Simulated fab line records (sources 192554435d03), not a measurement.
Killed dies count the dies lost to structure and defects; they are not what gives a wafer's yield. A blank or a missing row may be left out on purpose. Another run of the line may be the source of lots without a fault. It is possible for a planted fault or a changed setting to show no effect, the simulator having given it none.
Lot-split experiment || flow n5-finfet || route with 1938 steps; 7 lots, 21 wafers read

## ON THE SPLIT
At N5_BEOL_M10_PEB_26 (peb time 60 s), the setting peb-time-s was moved away from the recipe's 60 s on 3 of the 21 wafers read, by -22.0% to +20.3%. This setting was run at the recipe's value on the other wafers.

## FROM SPLIT TO READING: 1 step shown by the file between the two
- N5_BEOL_M10_DEVELOP_27: develop time 30 s

## THE READING
cd-nm (nm) at N5_BEOL_M10_CD_MEAS_28, where the cd target is 70 nm. On this fab line, fault-free wafers typically give 69.4 nm with a standard deviation of 0.88 nm.

{"wafer": "L080.1", "tool, chamber at the split": "litho-track-03, 0", "peb-time-s as run, s": 60, "against the recipe": "recipe", "cd-nm, nm": 68.6, "against lot-mates on the recipe": "-"}
{"wafer": "L080.2", "tool, chamber at the split": "litho-track-03, 0", "peb-time-s as run, s": 46.83, "against the recipe": "-22.0%", "cd-nm, nm": 56.9, "against lot-mates on the recipe": -12.3}
{"wafer": "L080.6", "tool, chamber at the split": "litho-track-03, 0", "peb-time-s as run, s": 60, "against the recipe": "recipe", "cd-nm, nm": 69.8, "against lot-mates on the recipe": "-"}
{"wafer": "L081.2", "tool, chamber at the split": "litho-track-05, 0", "peb-time-s as run, s": 60, "against the recipe": "recipe", "cd-nm, nm": 69.2, "against lot-mates on the recipe": "-"}
{"wafer": "L081.5", "tool, chamber at the split": "litho-track-05, 0", "peb-time-s as run, s": 60, "against the recipe": "recipe", "cd-nm, nm": 70.6, "against lot-mates on the recipe": "-"}
{"wafer": "L081.6", "tool, chamber at the split": "litho-track-05, 0", "peb-time-s as run, s": 60, "against the recipe": "recipe", "cd-nm, nm": 69.7, "against lot-mates on the recipe": "-"}
{"wafer": "L083.1", "tool, chamber at the split": "litho-track-04, 0", "peb-time-s as run, s": 60, "against the recipe": "recipe", "cd-nm, nm": 70.0, "against lot-mates on the recipe": "-"}
{"wafer": "L083.2", "tool, chamber at the split": "litho-track-04, 0", "peb-time-s as run, s": 72.18, "against the recipe": "+20.3%", "cd-nm, nm": 76.8, "against lot-mates on the recipe": "+7.5"}
{"wafer": "L083.6", "tool, chamber at the split": "litho-track-04, 0", "peb-time-s as run, s": 60, "against the recipe": "recipe", "cd-nm, nm": 68.6, "against lot-mates on the recipe": "-"}
{"wafer": "L087.2", "tool, chamber at the split": "litho-track-04, 0", "peb-time-s as run, s": 60, "against the recipe": "recipe", "cd-nm, nm": 68.2, "against lot-mates on the recipe": "-"}
{"wafer": "L087.5", "tool, chamber at the split": "litho-track-04, 0", "peb-time-s as run, s": 60, "against the recipe": "recipe", "cd-nm, nm": 68.6, "against lot-mates on the recipe": "-"}
{"wafer": "L087.6", "tool, chamber at the split": "litho-track-04, 0", "peb-time-s as run, s": 60, "against the recipe": "recipe", "cd-nm, nm": 70.0, "against lot-mates on the recipe": "-"}
{"wafer": "L089.1", "tool, chamber at the split": "litho-track-04, 0", "peb-time-s as run, s": 60, "against the recipe": "recipe", "cd-nm, nm": 68.2, "against lot-mates on the recipe": "-"}
{"wafer": "L089.3", "tool, chamber at the split": "litho-track-04, 0", "peb-time-s as run, s": 60, "against the recipe": "recipe", "cd-nm, nm": 69.4, "against lot-mates on the recipe": "-"}
{"wafer": "L089.4", "tool, chamber at the split": "litho-track-04, 0", "peb-time-s as run, s": 65.57, "against the recipe": "+9.3%", "cd-nm, nm": 72.5, "against lot-mates on the recipe": "+3.7"}
{"wafer": "L092.1", "tool, chamber at the split": "litho-track-04, 0", "peb-time-s as run, s": 60, "against the recipe": "recipe", "cd-nm, nm": 71.0, "against lot-mates on the recipe": "-"}
{"wafer": "L092.3", "tool, chamber at the split": "litho-track-04, 0", "peb-time-s as run, s": 60, "against the recipe": "recipe", "cd-nm, nm": 70.5, "against lot-mates on the recipe": "-"}
{"wafer": "L092.5", "tool, chamber at the split": "litho-track-04, 0", "peb-time-s as run, s": 60, "against the recipe": "recipe", "cd-nm, nm": 69.7, "against lot-mates on the recipe": "-"}
{"wafer": "L096.1", "tool, chamber at the split": "litho-track-03, 0", "peb-time-s as run, s": 60, "against the recipe": "recipe", "cd-nm, nm": 68.4, "against lot-mates on the recipe": "-"}
{"wafer": "L096.3", "tool, chamber at the split": "litho-track-03, 0", "peb-time-s as run, s": 60, "against the recipe": "recipe", "cd-nm, nm": 69.2, "against lot-mates on the recipe": "-"}
{"wafer": "L096.6", "tool, chamber at the split": "litho-track-03, 0", "peb-time-s as run, s": 60, "against the recipe": "recipe", "cd-nm, nm": 69.5, "against lot-mates on the recipe": "-"}

FIT RESULTS
A straight line over all 21 wafers: cd-nm changes by +0.465 nm for each +1% of peb-time-s; r = +0.95; the points scatter about the line by 1.1 nm.
The same after taking each lot's own level away (the mean of its wafers on the recipe; 21 wafers): +0.468 nm for each +1%; r = +0.97; scatter 0.86 nm.
Per that fit: largest peb-time-s move, reading shift of 10 nm.
Across the lots, their own levels run from 68.80 to 70.40 nm, a range of 1.8 times the standard deviation given above.
The two slopes are in agreement: the lot-to-lot level therefore moves the slope only a little.
Check: -8.2 nm against its lot-mates is what the line predicts for one of the wafers moved furthest among these (-22.0%) when that wafer is left out of the fit. It came out at -12.3 nm against them.

## THE OTHER SPLITS THESE WAFERS WENT THROUGH
Before the reading, these wafers also passed through other splits. Each is held against what the fit with the lots' levels taken away leaves over:
{"other split on the same wafers": "N5_BEOL_M8_COAT_22 spin-rpm", "wafers away from the commonest value": 9, "r with cd-nm (lot level and that fit taken away)": "+0.06"}
{"other split on the same wafers": "N5_BEOL_M9_TRENCH_ETCH_37 source-w", "wafers away from the commonest value": 2, "r with cd-nm (lot level and that fit taken away)": -0.02}
{"other split on the same wafers": "N5_BEOL_M10_ETCH_62 time-s", "wafers away from the commonest value": 8, "r with cd-nm (lot level and that fit taken away)": "+0.06"}

## FILE'S OWN FIT
cd-nm changes by +0.464 nm for each +1% of peb-time-s, r = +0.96.
